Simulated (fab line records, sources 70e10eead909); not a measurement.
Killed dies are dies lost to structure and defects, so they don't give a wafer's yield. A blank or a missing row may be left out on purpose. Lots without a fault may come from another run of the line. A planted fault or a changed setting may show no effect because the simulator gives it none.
Chamber matching | flow nand_harc | NHARC_A_STAIRCASE_DESCUM_291 on rie_diel-13: 3 sister chambers
The step chemistry O2, time 3 s. 3 wafers are shown with their chamber, then 5 later ones without.

WAFERS WITH THEIR CHAMBER
wafer  | chamber | drypump_motor_current_A (A)
L089.3 | 0       | 5.4
L094.1 | 2       | 5.7
L094.5 | 3       | 6.6

WAFERS WITHOUT THEIR CHAMBER
wafer  | drypump_motor_current_A (A)
L094.6 | 5.7
L095.2 | 6.5
L095.6 | 5.7
L097.3 | 6.5
L097.6 | 5.4

WHICH CHAMBER EACH WENT THROUGH
wafer  | from the rows above | in truth
L094.6 | 2                   | 2
L095.2 | 3                   | 3
L095.6 | 2                   | 2
L097.3 | 3                   | 3
L097.6 | 0                   | 0
Placed correctly: 5 of 5. Can't be placed from these rows: 0. Placed wrongly: 0.
How it was worked out, from the rows above alone: a wafer's distance from a chamber is the root of the sum, over the readings, of the square of ((its reading less the chamber's mean) divided by the reading's scatter). The wafer belongs to the nearest chamber; if the next one is less than 2 further off, it can't be placed. A chamber's mean is the mean of its shown wafers. The scatter: with one shown wafer a chamber, the root of the mean of the squares of how far each hidden wafer lies from its nearest shown one.
